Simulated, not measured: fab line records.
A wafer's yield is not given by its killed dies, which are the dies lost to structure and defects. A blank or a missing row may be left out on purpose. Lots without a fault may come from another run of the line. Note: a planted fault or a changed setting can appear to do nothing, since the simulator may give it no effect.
fab line records	flow n5Finfet
record lots=10	wafers=30	lastDay=19
route steps=1938 shown BEOL_M4@1111 BEOL_M5@1157 PAD_METAL@1895 PASSIVATION@1906
lots with no fault: from the same line, run without faults
startH: hours from the record's opening day to when the first of the lot's shown wafers began	waitH: how many hours have passed since the lot's step before this one	" repeats the value in the row above	L1.1+2: a single row standing in for several wafers	- no value, or no start given	* or withheld: withheld	< > ~ a bound
route shown NAME@n: a module of which the file shows steps, and the number in the route of the first	usual: the fault-free wafers' mean and standard deviation	same: alike in all rows	chamber/n: place in a boat	sites: the reading at each site	_std_site: standard deviation across them	_edge_site: the outer-site mean with the inner-site mean subtracted	radiusMm: how far each site lies from the wafer's centre	mask NAME#n: copy n	behind: the tool/chamber that last shaped the wafer	hold: what put the lot on hold/how long, in hours/how the hold closed	device: names the non-switching transistor (n, p or np)	end of line: at the end of the route, the tests of the same wafers	step lacking rows: just its recipe	killed: the dies lost at the first sort to structure and to defects; this is not the yield of the wafer	map: per-die view of a wafer (x killed, . not killed, _ where there is no die)
set.NAME: the setting as run; set.NAME@STEP: as run at that earlier step	model.NAME: the simulator's own value behind a step, which no gauge read
one table for each step of the route and one row for each wafer, over a sample of lots
services: when a tool's chamber went out of use (startH, in hours from the record's first day, below 0 if earlier), for how many hours, and the reason
## steps
# step N5_BEOL_M4_RC_MEAS_101
# usual DIBL_N=36.8/1.9	DIBL_P=36.5/2.1	IOFF_N=0.17/0.038	IOFF_P=0.22/0.039	ION_N=675/12	ION_P=463/7.4	SS_N=71.6/0.71	SS_P=73.4/0.72	VT_N=249/3.3	VT_P=-250/3.3
lot.wafer	tool	chamber	startH	waitH	DIBL_N[mV/V]	DIBL_P[mV/V]	IOFF_N[nA/um]	IOFF_P[nA/um]	ION_N[uA/um]	ION_P[uA/um]	SS_N[mV/dec]	SS_P[mV/dec]	VT_N[mV]	VT_P[mV]
L862.2	prober-01	0	187.86	0.2	35.5	34.9	0.16	0.21	679	461	71.2	73.1	246	-249
L862.3	"	0	"	"	37.5	37.1	0.19	0.25	686	467	71.8	72.9	245	-244
L862.5	"	0	"	"	36.2	35.7	0.16	0.21	690	466	71.1	73.1	247	-245
L863.3	prober-02	0	195.06	0.3	37.8	37.4	0.19	0.25	672	461	71.9	73.3	248	-249
L863.4	"	0	"	"	36.4	36.3	0.17	0.23	678	465	71.3	73.2	248	-247
L863.5	"	0	"	"	37.7	38.7	0.19	0.27	684	472	71.3	73.7	242	-244
L864.2	prober-01	0	195.36	0.2	34.4	35.3	0.14	0.19	671	453	70.9	73.0	250	-252
L864.3	"	0	"	"	33.6	34.6	0.13	0.18	657	455	71.0	72.9	252	-251
L864.5	"	0	"	"	34.9	35.1	0.15	0.19	670	455	70.8	73.9	253	-251
L865.3	prober-01	0	197.22	0.3	34.9	33.1	0.12	0.15	653	449	71.0	72.1	254	-257
L865.4	"	0	"	"	35.7	34.4	0.13	0.16	665	455	71.1	72.6	255	-255
L865.6	"	0	"	"	32.1	30.7	0.10	0.13	645	447	70.5	72.0	255	-255
L870.1	prober-01	0	230.79	0.0	36.0	36.5	0.19	0.24	684	467	72.3	73.6	247	-248
L870.4	"	0	"	"	35.7	35.2	0.16	0.21	659	457	72.1	73.2	252	-250
L870.5	"	0	"	"	35.4	34.8	0.15	0.20	659	457	71.8	72.9	250	-248
L867.3	prober-02	0	237.44	0.3	33.6	33.0	0.12	0.16	654	458	70.5	72.4	253	-254
L867.4	"	0	"	"	36.5	35.9	0.16	0.20	667	456	71.6	73.9	250	-252
L867.5	"	0	"	"	37.0	37.0	0.17	0.21	657	452	71.3	74.4	249	-250
L872.1	prober-01	0	245.67	0.0	37.2	36.3	0.16	0.21	664	460	71.0	73.0	251	-248
L872.2	"	0	"	"	37.3	36.5	0.17	0.23	686	469	71.1	73.7	248	-248
L872.6	"	0	"	"	34.9	34.8	0.13	0.19	672	464	70.8	72.8	252	-250
L873.2	prober-01	0	262.78	0.2	35.2	34.2	0.15	0.18	670	458	70.6	72.4	249	-252
L873.3	"	0	"	"	40.4	39.5	0.26	0.29	674	458	72.3	73.7	245	-247
L873.4	"	0	"	"	34.9	35.6	0.14	0.21	678	480	70.3	72.1	250	-248
L878.2	prober-02	0	292.74	0.2	36.2	35.5	0.13	0.18	676	461	71.8	73.3	253	-256
L878.4	"	0	"	"	38.4	37.3	0.16	0.20	667	454	72.5	73.9	252	-251
L878.5	"	0	"	"	34.2	32.5	0.11	0.14	673	456	71.4	72.3	254	-257
L883.2	prober-02	0	337.79	0.2	38.5	38.1	0.20	0.25	698	472	72.2	73.8	244	-247
L883.3	"	0	"	"	41.7	40.6	0.28	0.31	685	470	72.6	74.5	242	-245
L883.5	"	0	"	"	36.9	34.9	0.16	0.20	680	465	71.7	73.5	250	-251
# step N5_BEOL_M5_VIA_ETCH_34
# recipe chemistry=C4F6/O2	target=SiCOH_lowk	targetDepthA=883	maskMaterial=SOC	taperDeg=4	timeS=39.2	ionEnergyEv=250	pressureMtorr=30	sourceW=345	biasW=185	Ar_flow_sccm=300	C4F6_flow_sccm=10	O2_flow_sccm=10
# usual drypumpMotorCurrentA=6.1/0.48	oesProductAu=0.76/0.094	rfVppV=669/12	showerheadPlenumPTorr=2.83/0.096	throttleValvePct=20.91/0.26
lot.wafer	tool	chamber	startH	waitH	drypumpMotorCurrentA	oesProductAu	rfHoursCounterH	rfVppV	showerheadPlenumPTorr	throttleValvePct
L862.2	rieDiel-06	1	194.43	0.0	5.8	0.75	149	679	2.73	20.51
L862.3	"	0	"	"	6.5	0.90	36	673	2.91	20.70
L862.5	"	2	"	"	6.7	0.72	-	673	2.72	21.12
L864.2	rieDiel-06	0	200.76	0.0	6.5	0.90	38	671	2.91	20.69
L864.3	"	1	"	"	5.8	0.76	151	678	2.73	20.54
L864.5	"	3	"	"	5.6	0.72	-	687	2.95	21.10
L863.3	rieDiel-05	0	201.16	0.0	6.0	0.93	11	674	2.89	20.33
L863.4	"	1	"	"	5.7	0.69	210	671	2.73	21.23
L863.5	"	2	"	"	6.7	0.70	-	649	2.81	20.84
L865.3	rieDiel-05	1	205.23	0.0	5.7	0.70	211	671	2.72	21.22
L865.4	"	0	"	"	6.0	0.92	12	673	2.89	20.33
L865.6	"	0	"	"	6.0	0.93	-	674	2.89	20.34
L870.1	rieDiel-06	2	241.91	0.0	6.7	0.71	235	672	2.71	21.16
L870.4	"	3	"	"	5.6	0.71	-	686	2.95	21.11
L870.5	"	2	"	"	6.7	0.70	-	673	2.71	21.15
L867.3	rieDiel-05	0	247.66	0.0	6.0	0.89	27	673	2.89	20.37
L867.4	"	1	"	"	5.7	0.67	224	671	2.72	21.25
L867.5	"	0	"	"	6.0	0.88	-	673	2.89	20.36
L872.1	rieDiel-05	1	250.35	0.0	5.7	0.67	224	671	2.72	21.25
L872.2	"	2	"	"	6.8	0.68	250	649	2.81	20.85
L872.6	"	1	"	"	5.7	0.68	-	671	2.72	21.26
L873.2	rieDiel-06	3	267.46	0.0	5.5	0.72	193	686	2.95	21.12
L873.3	"	1	"	"	5.8	0.74	167	680	2.72	20.57
L873.4	"	0	"	"	6.5	0.87	57	671	2.90	20.73
L878.2	rieDiel-05	3	297.05	0.0	5.2	0.70	232	658	2.84	21.08
L878.4	"	1	"	"	5.7	0.53	239	670	2.71	21.21
L878.5	"	1	"	"	5.7	0.53	-	671	2.71	21.22
L883.2	rieDiel-06	0	349.29	0.0	6.5	0.85	79	671	2.89	20.77
L883.3	"	3	"	"	5.6	0.70	214	686	2.94	21.14
L883.5	"	1	"	"	5.8	0.72	-	678	2.71	20.58
# step N5_PASSIVATION_SPUTTER_20
# recipe material=TaN	targetThkA=500	tempC=25	chamberPressurePa=0.4
# usual throttleValvePct=29.4/0.83
lot.wafer	tool	chamber	startH	waitH	throttleValvePct
L864.2	pvdSputter-02	-	288.65	0.0	28.5
L864.3	"	-	"	"	30.6
L864.5	"	-	"	"	30.3
L862.2	pvdSputter-01	-	292.01	0.0	30.2
L862.3	"	-	"	"	28.8
L862.5	"	-	"	"	30.0
L865.3	pvdSputter-01	-	305.05	0.0	28.5
L865.4	"	-	"	"	30.4
L865.6	"	-	"	"	28.9
L863.3	pvdSputter-03	-	309.96	0.0	29.8
L863.4	"	-	"	"	30.1
L863.5	"	-	"	"	30.0
L870.1	pvdSputter-01	-	334.02	0.0	30.0
L870.4	"	-	"	"	28.9
L870.5	"	-	"	"	28.4
L867.3	pvdSputter-03	-	340.39	0.0	29.8
L867.4	"	-	"	"	29.2
L867.5	"	-	"	"	29.9
L872.1	pvdSputter-03	-	340.81	0.0	29.1
L872.2	"	-	"	"	30.0
L872.6	"	-	"	"	28.8
L873.2	pvdSputter-01	-	358.10	0.0	28.6
L873.3	"	-	"	"	28.9
L873.4	"	-	"	"	30.1
L878.2	pvdSputter-01	-	386.33	0.0	28.4
L883.2	pvdSputter-03	-	449.81	0.0	29.8
L883.3	"	-	"	"	29.8
L883.5	"	-	"	"	30.0
# step N5_PASSIVATION_OVL_MEAS_63
# recipe pointsPerWafer=44
# usual PAD_OVL=-5/6.3
# same pointsPerWafer=44
lot.wafer	tool	chamber	startH	waitH	PAD_OVL[nm]
L864.2	overlay-01	0	289.38	0.0	-3
L864.3	"	0	"	"	-3
L864.5	"	0	"	"	-2
L862.2	overlay-01	0	292.61	0.0	-10
L862.3	"	0	"	"	-13
L862.5	"	0	"	"	-19
L865.3	overlay-02	0	305.65	0.0	-4
L865.4	"	0	"	"	3
L865.6	"	0	"	"	1
L863.3	overlay-01	0	310.56	0.0	-11
L863.4	"	0	"	"	-17
L863.5	"	0	"	"	-12
L870.1	overlay-01	0	334.74	0.0	-14
L870.4	"	0	"	"	-12
L870.5	"	0	"	"	-8
L867.3	overlay-01	0	341.00	0.0	-2
L867.4	"	0	"	"	-8
L867.5	"	0	"	"	-6
L872.1	overlay-01	0	341.54	0.0	-7
L872.2	"	0	"	"	-9
L872.6	"	0	"	"	-3
L873.2	overlay-02	0	358.82	0.0	-3
L873.3	"	0	"	"	-5
L873.4	"	0	"	"	2
L878.2	overlay-01	0	387.14	0.0	-1
L883.2	overlay-02	0	450.41	0.0	-7
L883.3	"	0	"	"	1
L883.5	"	0	"	"	-4
# step N5_PASSIVATION_AL_ETCH_33
# recipe chemistry=Cl2/BCl3	targetDepthA=28000	overEtchFrac=0.15	Cl2_flow_sccm=180	bcl3FlowSccm=60	target=Al	stopOn=TaN	timeS=466.7	ionEnergyEv=100	pressureMtorr=10	icpW=900	biasW=100
# usual drypumpMotorCurrentA=5.9/0.65	oesProductAu=0.75/0.073	throttleValvePct=34.3/0.5
# same overEtchFrac=0.15
lot.wafer	tool	chamber	startH	waitH	drypumpMotorCurrentA	oesProductAu	rfHoursCounterH	throttleValvePct
L864.2	rieMetal-03	0	289.52	0.1	6.7	0.77	15	33.6
L864.3	"	0	"	"	6.8	0.77	-	33.6
L864.5	"	0	"	"	6.7	0.77	-	33.6
L862.2	rieMetal-02	1	292.76	0.1	6.7	0.60	102	34.6
L862.3	"	0	"	"	5.3	0.81	-	33.8
L862.5	"	1	"	"	6.7	0.61	-	34.6
L865.3	rieMetal-02	0	305.93	0.2	5.3	0.80	-	33.8
L865.4	"	1	"	"	6.7	0.60	-	34.7
L865.6	"	1	"	"	6.7	0.60	-	34.7
L863.3	rieMetal-03	0	310.89	0.2	6.7	0.76	-	33.6
L863.4	"	1	"	"	5.3	0.82	-	34.7
L863.5	"	1	"	"	5.3	0.82	-	34.7
L870.1	rieMetal-01	1	334.91	0.1	5.4	0.75	28	34.6
L870.4	"	0	"	"	5.8	0.60	-	35.1
L870.5	"	0	"	"	5.8	0.61	-	35.1
L867.3	rieMetal-03	0	341.27	0.2	6.7	0.75	-	33.6
L867.4	"	1	"	"	5.3	0.81	-	34.7
L867.5	"	1	"	"	5.3	0.81	-	34.7
L872.1	rieMetal-02	0	341.68	0.1	5.3	0.78	19	33.8
L872.2	"	1	"	"	6.7	0.59	107	34.7
L872.6	"	0	"	"	5.3	0.78	-	33.8
L873.2	rieMetal-03	0	358.97	0.1	6.8	0.76	23	33.6
L873.3	"	0	"	"	6.8	0.75	-	33.6
L873.4	"	1	"	"	5.3	0.80	-	34.7
L878.2	rieMetal-02	1	387.29	0.1	6.7	0.86	0	34.4
L883.2	rieMetal-01	0	450.58	0.1	5.8	0.83	5	34.7
L883.3	"	0	"	"	5.8	0.83	-	34.7
L883.5	"	0	"	"	5.9	0.84	-	34.7
# step N5_PASSIVATION_PROBE_49
# usual defectLimitedYield=91.3/1.4	killed_at_M0_to_M3=33/11	killed_at_M4_up=15/6.2	killedAtContacts=13/6.5	killedAtFrontEnd=38/11	killedAtOther=3.4/2.6	killedDies=102/17	killedOnRim=13/4.1	killedOpen=67/12	killedShort=34/7.9	sort_bin_5_function=5.1/0.88	sort_bin_6_memory=3.3/0.65	sort_bin_8_speed=0.00/0.0099	sortNPass=1078/17	sortYieldPct=91.3/1.4
# same grossDies=1180	killedAtBackSide=0	sort_bin_4_leakage[%]=0
lot.wafer	tool	chamber	startH	waitH	defectLimitedYield[%]	killed_at_M0_to_M3	killed_at_M4_up	killedAtContacts	killedAtFrontEnd	killedAtOther	killedDies	killedOnRim	killedOpen	killedShort	sort_bin_5_function[%]	sort_bin_6_memory[%]	sort_bin_8_speed[%]	sortNPass	sortYieldPct[%]
L864.2	prober-02	-	295.00	0.1	88.9	49	14	20	45	3	131	16	90	41	7.1	3.5	0	1049	88.9
L864.3	prober-02	-	295.05	0.1	89.1	43	23	15	43	5	129	14	85	43	6.4	4.2	0	1051	89.1
L864.5	prober-02	-	295.15	0.2	90.2	44	21	20	29	2	116	11	75	39	5.4	4.2	0	1064	90.2
L862.2	prober-02	-	297.64	0.1	92.2	34	4	10	43	1	92	12	65	27	4.8	3.0	0	1088	92.2
L862.3	prober-02	-	297.69	0.1	92.5	34	3	12	37	3	89	15	48	36	4.2	2.7	0	1091	92.5
L862.5	prober-02	-	297.79	0.2	90.5	46	14	21	29	2	112	5	73	39	5.7	3.7	0	1068	90.5
L865.3	prober-02	-	310.72	0.1	88.6	73	15	13	30	3	134	17	84	47	6.6	4.3	0	1046	88.6
L865.4	prober-02	-	310.77	0.2	89.5	53	10	20	38	3	124	16	70	51	5.9	4.1	0	1056	89.5
L865.6	prober-02	-	310.87	0.3	92.6	33	12	8	30	4	87	9	61	25	4.2	2.9	0	1093	92.6
L863.3	prober-02	-	315.83	0.1	92.4	21	14	18	32	5	90	9	57	31	4.4	2.9	0	1090	92.4
L863.4	prober-02	-	315.88	0.2	90.6	54	11	9	31	6	111	12	71	36	6.0	3.1	0	1069	90.6
L863.5	prober-02	-	315.93	0.2	92.2	37	15	7	28	5	92	14	62	28	4.6	3.0	0	1088	92.2
L870.1	prober-02	-	340.67	0.3	89.9	36	11	11	60	1	119	18	70	45	6.2	3.4	0	1061	89.9
L870.4	prober-02	-	340.82	0.5	89.7	43	5	8	57	9	122	10	68	47	5.0	4.7	0	1058	89.7
L870.5	prober-02	-	340.87	0.5	91.0	28	13	8	55	2	106	14	70	31	4.7	3.6	0	1074	91.0
L867.3	prober-01	-	346.12	0.1	90.5	48	11	17	31	5	112	14	73	36	5.0	3.8	0	1068	90.5
L867.4	prober-01	-	346.17	0.2	91.4	36	10	18	29	9	102	11	76	26	5.5	3.1	0	1078	91.4
L867.5	prober-01	-	346.22	0.2	90.9	31	19	24	27	6	107	13	80	26	5.1	3.6	0	1073	90.9
L872.1	prober-02	-	346.66	0.0	91.6	48	15	13	22	1	99	14	66	33	4.7	3.2	0	1081	91.6
L872.2	prober-02	-	346.71	0.1	91.2	40	23	7	32	2	104	14	65	39	5.3	3.3	0	1076	91.2
L872.6	prober-02	-	346.91	0.3	90.3	25	29	16	43	1	114	15	82	32	5.3	4.1	0	1066	90.3
L873.2	prober-02	-	363.71	0.1	92.5	31	11	11	34	1	88	9	56	32	4.1	3.1	0	1092	92.5
L873.3	prober-02	-	363.76	0.1	91.7	29	12	6	46	5	98	8	65	31	4.8	3.2	0	1082	91.7
L873.4	prober-02	-	363.81	0.2	90.8	30	3	4	71	1	109	17	65	43	4.8	3.5	0.08	1071	90.8
L878.2	prober-02	-	392.57	0.1	91.3	27	21	9	42	4	103	7	73	26	4.7	3.6	0	1077	91.3
L878.4	prober-02	-	392.67	0.2	0.1	20	1083	14	55	7	1179	152	73	47	95.2	4.0	0	1	0.1
L878.5	prober-02	-	392.72	0.2	0	23	1093	23	41	0	1180	152	81	27	96.0	3.8	0	0	0
L883.2	prober-01	-	455.34	0.1	90.2	29	24	9	51	3	116	18	87	27	5.2	4.1	0	1064	90.2
L883.3	prober-01	-	455.39	0.1	90.8	18	31	15	39	6	109	14	71	36	5.8	3.3	0	1071	90.8
L883.5	prober-01	-	455.49	0.2	91.3	34	20	13	35	1	103	12	71	31	4.8	3.7	0	1077	91.3
# killed by level:class
L864.2 MOL_CONTACT_COAG:geometricParticle:open=14 STI_FIN_REVEAL:geometricParticle:open=13 BEOL_M0_SAQP:geometricParticle:open=11 BEOL_M0_SAQP:geometricParticle:short=11 BEOL_M1:geometricParticle:open=9 BEOL_M2:geometricParticle:open=9 BEOL_M0:geometricParticle:open=6 BEOL_M4:geometricParticle:open=6
L864.3 FIN_SAQP:geometricParticle:short=11 MOL_CONTACT_COAG:geometricParticle:open=11 FIN_SAQP:geometricParticle:open=10 BEOL_M0_SAQP:geometricParticle:open=10 BEOL_M4:geometricParticle:open=9 BEOL_M0_SAQP:geometricParticle:short=9 BEOL_M1:geometricParticle:open=8 STI_FIN_REVEAL:geometricParticle:open=6
L864.5 MOL_CONTACT_COAG:geometricParticle:open=15 BEOL_M0_SAQP:geometricParticle:open=15 BEOL_M0_SAQP:geometricParticle:short=14 BEOL_M4:geometricParticle:open=8 FIN_SAQP:geometricParticle:short=7 BEOL_M3:geometricParticle:open=6 MOL_CONTACT_COAG:geometricParticle:short=5 DUMMY_GATE:geometricParticle:open=4
L862.2 BEOL_M0_SAQP:geometricParticle:open=12 STI_FIN_REVEAL:geometricParticle:open=10 DUMMY_GATE:geometricParticle:open=8 BEOL_M0_SAQP:geometricParticle:short=8 MOL_CONTACT_COAG:geometricParticle:open=7 BEOL_M2:geometricParticle:open=7 GATE_CUT:geometricParticle:short=6 GATE_CUT:geometricParticle:open=6
L862.3 BEOL_M0_SAQP:geometricParticle:short=13 STI_FIN_REVEAL:geometricParticle:open=10 MOL_CONTACT_COAG:geometricParticle:open=9 BEOL_M0_SAQP:geometricParticle:open=8 GATE_CUT:geometricParticle:short=6 GATE_CUT:geometricParticle:open=4 BEOL_M3:geometricParticle:open=4 HKMG_FIN:areaEtch=4
L862.5 MOL_CONTACT_COAG:geometricParticle:open=18 BEOL_M2:geometricParticle:open=11 BEOL_M0_SAQP:geometricParticle:open=9 BEOL_M0_SAQP:geometricParticle:short=8 BEOL_M4:geometricParticle:open=7 FIN_SAQP:geometricParticle:short=6 DUMMY_GATE:geometricParticle:open=5 STI_FIN_REVEAL:geometricParticle:open=4
L865.3 BEOL_M0_SAQP:geometricParticle:open=19 BEOL_M0_SAQP:geometricParticle:short=14 BEOL_M2:geometricParticle:open=12 MOL_CONTACT_COAG:geometricParticle:open=11 BEOL_M1:geometricParticle:open=11 BEOL_M4:geometricParticle:short=7 BEOL_M3:geometricParticle:open=6 BEOL_M4:geometricParticle:open=6
L865.4 MOL_CONTACT_COAG:geometricParticle:open=18 BEOL_M2:geometricParticle:open=13 FIN_SAQP:geometricParticle:short=8 BEOL_M0_SAQP:geometricParticle:short=7 BEOL_M0_SAQP:geometricParticle:open=6 BEOL_M2:geometricParticle:short=6 STI_FIN_REVEAL:geometricParticle:open=5 GATE_CUT:geometricParticle:short=5
L865.6 STI_FIN_REVEAL:geometricParticle:open=12 BEOL_M0_SAQP:geometricParticle:short=9 MOL_CONTACT_COAG:geometricParticle:open=7 BEOL_M0_SAQP:geometricParticle:open=7 BEOL_M2:geometricParticle:open=6 BEOL_M4:geometricParticle:open=5 BEOL_M1:geometricParticle:open=4 FIN_SAQP:geometricParticle:short=3
L863.3 MOL_CONTACT_COAG:geometricParticle:open=14 FIN_SAQP:geometricParticle:open=7 BEOL_M2:geometricParticle:open=6 FIN_SAQP:geometricParticle:short=5 BEOL_M0_SAQP:geometricParticle:short=5 STI_FIN_REVEAL:geometricParticle:short=4 BEOL_M4:geometricParticle:open=4 BEOL_M5:geometricParticle:open=4
L863.4 BEOL_M0_SAQP:geometricParticle:open=15 BEOL_M0_SAQP:geometricParticle:short=13 BEOL_M3:geometricParticle:open=13 MOL_CONTACT_COAG:geometricParticle:open=7 GATE_CUT:geometricParticle:short=6 BEOL_M1:geometricParticle:open=6 FIN_SAQP:geometricParticle:open=5 GATE_CUT:geometricParticle:open=5
L863.5 GATE_CUT:geometricParticle:open=9 BEOL_M0_SAQP:geometricParticle:open=9 BEOL_M0_SAQP:geometricParticle:short=9 BEOL_M2:geometricParticle:open=7 BEOL_M3:geometricParticle:open=6 BEOL_M1:geometricParticle:open=5 BEOL_M4:geometricParticle:open=5 BEOL_M5:geometricParticle:open=5
L870.1 FIN_SAQP:geometricParticle:short=18 FIN_SAQP:geometricParticle:open=13 STI_FIN_REVEAL:geometricParticle:open=11 BEOL_M0_SAQP:geometricParticle:open=10 BEOL_M0_SAQP:geometricParticle:short=8 MOL_CONTACT_COAG:geometricParticle:open=7 BEOL_M2:geometricParticle:open=5 GATE_CUT:geometricParticle:short=4
L870.4 FIN_SAQP:geometricParticle:short=19 FIN_SAQP:geometricParticle:open=12 BEOL_M1:geometricParticle:open=12 BEOL_M0_SAQP:geometricParticle:short=10 STI_FIN_REVEAL:geometricParticle:open=8 BEOL_M3:geometricParticle:open=8 MOL_CONTACT_COAG:geometricParticle:open=7 BEOL_M0_SAQP:geometricParticle:open=6
L870.5 FIN_SAQP:geometricParticle:open=16 STI_FIN_REVEAL:geometricParticle:open=10 FIN_SAQP:geometricParticle:short=9 BEOL_M1:geometricParticle:open=9 MOL_CONTACT_COAG:geometricParticle:open=6 BEOL_M0_SAQP:geometricParticle:open=6 BEOL_M5:geometricParticle:open=6 DUMMY_GATE:geometricParticle:open=4
L867.3 MOL_CONTACT_COAG:geometricParticle:open=15 BEOL_M2:geometricParticle:open=10 BEOL_M0_SAQP:geometricParticle:open=8 BEOL_M1:geometricParticle:open=8 BEOL_M0_SAQP:geometricParticle:short=7 BEOL_M1:geometricParticle:short=6 BEOL_M4:geometricParticle:open=6 STARTING-WAFER:geometricParticle:short=6
L867.4 MOL_CONTACT_COAG:geometricParticle:open=15 BEOL_M1:geometricParticle:open=11 FIN_SAQP:geometricParticle:open=10 BEOL_M0_SAQP:geometricParticle:open=9 BEOL_M3:geometricParticle:open=6 STI_FIN_REVEAL:geometricParticle:open=5 PASS1_CAP:geometricParticle:short=4 DUMMY_GATE:geometricParticle:open=3
L867.5 MOL_CONTACT_COAG:geometricParticle:open=19 BEOL_M4:geometricParticle:open=11 BEOL_M3:geometricParticle:open=8 STARTING-WAFER:geometricParticle:open=7 BEOL_M2:geometricParticle:open=6 MOL_CONTACT_COAG:geometricParticle:short=5 BEOL_M0_SAQP:geometricParticle:open=5 DUMMY_GATE:geometricParticle:open=4
L872.1 BEOL_M3:geometricParticle:open=12 MOL_CONTACT_COAG:geometricParticle:open=11 BEOL_M1:geometricParticle:open=8 FIN_SAQP:geometricParticle:short=7 BEOL_M1:geometricParticle:short=6 BEOL_M4:geometricParticle:open=6 BEOL_M3:geometricParticle:short=5 FIN_SAQP:geometricParticle:open=4
L872.2 FIN_SAQP:geometricParticle:short=13 BEOL_M4:geometricParticle:open=11 BEOL_M0_SAQP:geometricParticle:open=7 BEOL_M3:geometricParticle:open=7 STI_FIN_REVEAL:geometricParticle:open=6 MOL_CONTACT_COAG:geometricParticle:open=6 BEOL_M0_SAQP:geometricParticle:short=5 BEOL_M2:geometricParticle:open=5
L872.6 BEOL_M4:geometricParticle:open=19 MOL_CONTACT_COAG:geometricParticle:open=15 BEOL_M1:geometricParticle:open=9 FIN_SAQP:geometricParticle:short=8 FIN_SAQP:geometricParticle:open=7 DUMMY_GATE:geometricParticle:open=7 GATE_CUT:geometricParticle:short=6 BEOL_M0_SAQP:geometricParticle:open=5
L873.2 GATE_CUT:geometricParticle:short=9 MOL_CONTACT_COAG:geometricParticle:open=8 BEOL_M0_SAQP:geometricParticle:open=8 GATE_CUT:geometricParticle:open=6 BEOL_M1:geometricParticle:open=6 STI_FIN_REVEAL:geometricParticle:open=5 BEOL_M0_SAQP:geometricParticle:short=5 BEOL_M2:geometricParticle:open=5
L873.3 GATE_CUT:geometricParticle:short=13 BEOL_M3:geometricParticle:open=9 FIN_SAQP:geometricParticle:short=8 FIN_SAQP:geometricParticle:open=7 GATE_CUT:geometricParticle:open=7 BEOL_M4:geometricParticle:open=7 BEOL_M1:geometricParticle:open=6 MOL_CONTACT_COAG:geometricParticle:open=5
L873.4 STI_FIN_REVEAL:geometricParticle:open=17 FIN_SAQP:geometricParticle:open=12 FIN_SAQP:geometricParticle:short=10 BEOL_M0_SAQP:geometricParticle:open=9 BEOL_M0_SAQP:geometricParticle:short=8 GATE_CUT:geometricParticle:short=7 GATE_CUT:geometricParticle:open=6 STI_FIN_REVEAL:geometricParticle:short=5
L878.2 BEOL_M2:geometricParticle:open=11 BEOL_M4:geometricParticle:open=11 STI_FIN_REVEAL:geometricParticle:open=8 BEOL_M0_SAQP:geometricParticle:open=7 GATE_CUT:geometricParticle:short=7 FIN_SAQP:geometricParticle:open=6 MOL_CONTACT_COAG:geometricParticle:open=6 BEOL_M0_SAQP:geometricParticle:short=4
L878.4 BEOL_M5:areaEtch=1057 BEOL_M4:geometricParticle:open=16 FIN_SAQP:geometricParticle:short=12 MOL_CONTACT_COAG:geometricParticle:open=11 GATE_CUT:geometricParticle:short=10 FIN_SAQP:geometricParticle:open=8 STI_FIN_REVEAL:geometricParticle:open=7 BEOL_M0_SAQP:geometricParticle:short=5
L878.5 BEOL_M5:areaEtch=1072 MOL_CONTACT_COAG:geometricParticle:open=19 BEOL_M4:geometricParticle:open=16 FIN_SAQP:geometricParticle:open=11 GATE_CUT:geometricParticle:short=9 BEOL_M2:geometricParticle:open=9 STI_FIN_REVEAL:geometricParticle:open=7 STARTING-WAFER:geometricParticle:open=6
L883.2 BEOL_M4:geometricParticle:open=18 FIN_SAQP:geometricParticle:open=13 BEOL_M2:geometricParticle:open=10 BEOL_M3:geometricParticle:open=9 MOL_CONTACT_COAG:geometricParticle:open=8 FIN_SAQP:geometricParticle:short=4 DUMMY_GATE:geometricParticle:open=4 ILD0:geometricParticle:open=4
L883.3 BEOL_M4:geometricParticle:open=18 MOL_CONTACT_COAG:geometricParticle:open=11 FIN_SAQP:geometricParticle:short=9 BEOL_M2:geometricParticle:open=6 STARTING-WAFER:geometricParticle:open=6 FIN_SAQP:geometricParticle:open=5 STI_FIN_REVEAL:geometricParticle:open=4 DUMMY_GATE:geometricParticle:open=4
L883.5 BEOL_M4:geometricParticle:open=14 STI_FIN_REVEAL:geometricParticle:open=9 BEOL_M2:geometricParticle:open=9 BEOL_M3:geometricParticle:open=9 MOL_CONTACT_COAG:geometricParticle:open=8 FIN_SAQP:geometricParticle:open=5 MOL_CONTACT_COAG:geometricParticle:short=5 BEOL_M0_SAQP:geometricParticle:short=4
## services
tool	chamber	startH	hours	kind
rieDiel-05	1	198.10	1.3	repair
rieMetal-02	0	213.82	4.2	repair
rieDiel-06	3	216.58	5.0	repair
rieDiel-06	1	240.99	8.6	repair
rieDiel-05	2	250.56	-	clean
rieDiel-05	2	250.56	-	consumableReplace:focusRing
rieDiel-05	2	250.56	17.4	scheduledDown
rieDiel-05	2	250.56	17.4	ventCycle
rieMetal-03	-	256.46	0.9	repair
rieMetal-03	-	282.04	1.4	pm
rieMetal-02	-	297.88	2.8	pm
rieDiel-06	2	304.96	-	clean
rieDiel-06	2	304.96	-	consumableReplace:focusRing
rieDiel-06	2	304.96	-	consumableReplace:showerhead
rieDiel-06	2	304.96	12.3	scheduledDown
rieDiel-06	2	304.96	12.3	ventCycle
rieMetal-01	-	305.91	15.6	pm
rieDiel-06	1	319.92	6.7	repair
rieMetal-01	-	340.07	2.8	pm
rieDiel-06	3	357.07	4.4	repair
rieDiel-05	2	361.93	29.1	repair
pvdSputter-01	-	370.77	4.7	repair
rieMetal-01	0	397.93	7.1	repair
pvdSputter-01	-	435.16	11.8	repair
## key
firstSign step=N5_PASSIVATION_PROBE_49	reading=killed_at_M4_up	direction=up	sigmas=99+	usual=15	struck=1088
effect step=N5_PASSIVATION_PROBE_49	reading=sort_bin_5_function	direction=up	sigmas=99+	usual=5.1	struck=95.6
moreKillsBornAt N5_BEOL_M5_VIA_ETCH_34@rieDiel-05=2129
metAt N5_BEOL_M5_VIA_ETCH_34
struckLots L878
struckWafers L878.4,L878.5
laterRowsLeftOut L878.4,L878.5
notActingAt N5_PASSIVATION_SPUTTER_20,N5_PASSIVATION_OVL_MEAS_63,N5_PASSIVATION_AL_ETCH_33
onsetBetween 250.35 297.05
fault kind=processParameterDrift	tool=rieDiel-05	chamber=1	onsetH=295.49	steps=N5_BEOL_M5_VIA_ETCH_34	channel=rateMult	offset=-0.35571	shape=step	endH=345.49
# laterRowsLeftOut: the simulator's readings of these wafers behind a module that went badly wrong aren't trusted and aren't shown, but for the sort
